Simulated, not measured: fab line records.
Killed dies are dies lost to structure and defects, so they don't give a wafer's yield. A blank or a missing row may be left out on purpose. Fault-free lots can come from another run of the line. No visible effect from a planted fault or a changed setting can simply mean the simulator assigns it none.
Comparing a struck lot with a sound one | flow nand harc | 13 out of 1302 route steps
Sound: the wafers L553.1, L553.4, L553.6. Wafers L568.1, L568.2, L568.5 were the ones struck. The cause is named last.
At each step with rows: each side's tool, then ch and its chambers, then its first start. Under that, the readings that differ: sound wafers | struck wafers | difference of the means | sigmas: that difference in standard deviations of wafers without a fault.
alike: readings whose means differ by less than 2 such deviations, and words and numbers that are the same on both sides. not compared: withheld readings, readings that some wafer has no value for, bounds like >300 that may hide the same value, and numbers for which the record gives no deviation and whose values overlap.
A row with sigmas, a row that says differs or no value, or rows on one side alone: a step with any of these is where the two part. Non-overlapping numbers with no deviation appear without sigmas and do not part them. Lack of a reading on every wafer of one side parts them only where that side has two or more wafers.

first, 2 steps without rows for these wafers: NHARC_A_SOURCE_PLATE_CVD_03 (deposits poly-Si, target thk 200 nm, time 4000 s); NHARC_A_SOURCE_PLATE_ANNEAL_05 (time 1800 s).
NHARC_A_SOURCE_PLATE_THK_MEAS_06: measures by ellipsometry.
  struck on film metro-01, day 15 11:40; sound on film metro-02, day 9 04:14
  reading     | sound             | struck            | difference | sigmas
  thk nm (nm) | 199.5 198.3 199.1 | 192.3 193.6 194.2 | -5.6       | -2
NHARC_A_SOURCE_PLATE_INSPECT_08:
  struck on defect inspect-02, day 15 11:45; sound on defect inspect-01, day 9 04:22
  alike: raw defect count
next comes 1 step that has no rows for these wafers: NHARC_A_ONON_D1_DEP_00 (target thickness 1000 nm).
NHARC_A_ONON_D1_THK_MEAS_02: measures by ellipsometry.
  struck on film metro-02, day 15 12:20; sound on film metro-01, day 9 04:56
  alike: thk nm
next comes 1 step that has no rows for these wafers: NHARC_A_ONON_D1_DEP_03 (target thickness 1000 nm).
NHARC_A_ONON_D1_THK_MEAS_05: measures by ellipsometry.
  struck on film metro-02, day 15 12:54; sound on film metro-01, day 9 05:31
  alike: thk nm
next comes 1 step that has no rows for these wafers: NHARC_A_ONON_D1_DEP_06 (target thickness 1000 nm).
NHARC_A_ONON_D1_THK_MEAS_08: measures by ellipsometry.
  struck on film metro-02, day 15 13:28; sound on film metro-01, day 9 06:04
  alike: thk nm
NHARC_A_ONON_D1_DEP_09: target thk 1000 nm.
  sound on pecvd onon-02 ch 0, day 9 06:08; struck on pecvd onon-02 ch 0, day 15 13:32
NHARC_A_ONON_D1_THK_MEAS_11: measures by ellipsometry.
  struck on film metro-01, day 15 14:13; sound on film metro-01, day 9 06:38
  reading     | sound          | struck         | difference | sigmas
  thk nm (nm) | 1018 1017 1015 | 1880 1879 1878 | +862       | +90
  not compared: hold
following that, these wafers have no rows for 1 step: NHARC_END_SORT_01.

WHERE THEY PART
Last at NHARC_A_ONON_D1_THK_MEAS_11 as far as this record goes, first at NHARC_A_SOURCE_PLATE_THK_MEAS_06.

WHY: the cause the simulator had injected
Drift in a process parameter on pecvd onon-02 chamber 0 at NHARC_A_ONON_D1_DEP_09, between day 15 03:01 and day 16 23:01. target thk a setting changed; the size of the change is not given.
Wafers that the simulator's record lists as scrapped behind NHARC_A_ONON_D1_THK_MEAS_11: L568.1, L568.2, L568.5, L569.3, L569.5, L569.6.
